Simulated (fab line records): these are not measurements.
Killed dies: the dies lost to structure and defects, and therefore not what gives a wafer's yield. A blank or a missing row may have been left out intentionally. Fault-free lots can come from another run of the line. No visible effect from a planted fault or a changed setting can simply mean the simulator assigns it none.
Check for tools in common	flow nand-harc	11 lots and 33 wafers in the sample

WHY IT WAS OPENED
At NHARC_A_M0_CD_MEAS_09 the reading cd-nm is flagged on 2 of 11 lots. No-fault wafers: 80.2 nm, standard deviation 0.89.
Rule: a lot is flagged in two cases, either no wafer of it has a number, or all its wafers with numbers fall more than 4 standard deviations from that mean. As for the other lots, they are considered sound.

lot	measured	on	cd-nm (nm), wafer by wafer	flag
L984	day 24 01:38	cd-sem-01	81.5 81.5 80.9	
L985	day 25 03:02	cd-sem-03	80.4 80.0 79.5	
L989	day 25 09:20	cd-sem-03	79.6 80.4 81.0	
L992	day 27 00:38	cd-sem-01	80.0 80.1 80.3	
L996	day 28 12:46	cd-sem-01	79.5 80.1 79.2	
L995	day 28 14:29	cd-sem-02	80.0 78.7 79.9	
L997	day 28 19:56	cd-sem-01	78.0 79.9 80.5	
L999	day 29 01:29	cd-sem-01	78.5 80.7 81.0	
L998	day 29 03:05	cd-sem-01	61.8 60.6 62.0	FLAGGED
L101	day 30 12:59	cd-sem-01	82.0 79.5 80.1	
L100	day 30 22:23	cd-sem-01	65.3 66.2 66.3	FLAGGED
The mean of the flagged lots' numbers is 63.7 nm, -16.5 nm from the usual (-19 standard deviations).

WHICH TOOL RAN EACH LOT
The record holds 1 process step before the reading, out of a route of 1302 steps. Every cell lists first the tool, next ch and the chambers used by the sampled wafers, and last the start.
lot	flag	NHARC_A_M0_EXPOSE_06
L984		arfi-scanner-03 ch 0, day 24 01:29
L985		arfi-scanner-01 ch 0, day 25 02:54
L989		arfi-scanner-01 ch 0, day 25 09:11
L992		arfi-scanner-03 ch 0, day 27 00:30
L996		arfi-scanner-03 ch 0, day 28 12:37
L995		arfi-scanner-01 ch 0, day 28 14:21
L997		arfi-scanner-03 ch 0, day 28 19:47
L999		arfi-scanner-02 ch 0, day 29 01:21
L998	FLAGGED	arfi-scanner-03 ch 0, day 29 02:57
L101		arfi-scanner-01 ch 0, day 30 12:51
L100	FLAGGED	arfi-scanner-03 ch 0, day 30 22:14
What the steps here do:
- NHARC_A_M0_EXPOSE_06: exposes mask A M0, target cd 80 nm.
- NHARC_A_M0_CD_MEAS_09: target cd 80 nm.

FLAGGED OVER TOTAL, TOOL BY TOOL (the gauges that took the reading come last)
step	tool	lots run	flagged	share of the flagged lots	sound lots run after its first flagged lot
NHARC_A_M0_EXPOSE_06	arfi-scanner-01	4	0	none	-
NHARC_A_M0_EXPOSE_06	arfi-scanner-02	1	0	none	-
NHARC_A_M0_EXPOSE_06	arfi-scanner-03	6	2	all	0
NHARC_A_M0_CD_MEAS_09	cd-sem-01	8	2	all	1 (L101)
NHARC_A_M0_CD_MEAS_09	cd-sem-02	1	0	none	-
NHARC_A_M0_CD_MEAS_09	cd-sem-03	2	0	none	-

WHAT THE TABLE PERMITS
Every flagged lot went through 2 rows of the table: arfi-scanner-03 at NHARC_A_M0_EXPOSE_06 and cd-sem-01 at NHARC_A_M0_CD_MEAS_09.
- arfi-scanner-03 at NHARC_A_M0_EXPOSE_06 ran 6 lots, 2 of them flagged. It ran its last sound lot, L997, at day 28 19:47 and its first flagged lot, L998, at day 29 02:57: a fault with its onset between the two fits. Its own readings (exposure-dose-mJ-cm2) fall more than 4 standard deviations out on all wafers of the flagged lots.
- cd-sem-01 at NHARC_A_M0_CD_MEAS_09 ran 8 lots, 2 of them flagged. Lots that were sound ran on it after the first flagged one (L101); a persistent fault on the entire tool would not allow that.
What remains is a single tool, arfi-scanner-03 at NHARC_A_M0_EXPOSE_06.

WHAT THE SIMULATOR HAD PUT IN
Process parameter drift: arfi-scanner-03, from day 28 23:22 on, at NHARC_A_M0_EXPOSE_06. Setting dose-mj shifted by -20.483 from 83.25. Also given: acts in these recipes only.
Lots struck among those shown: L998, L100. The same result came from the rule above.
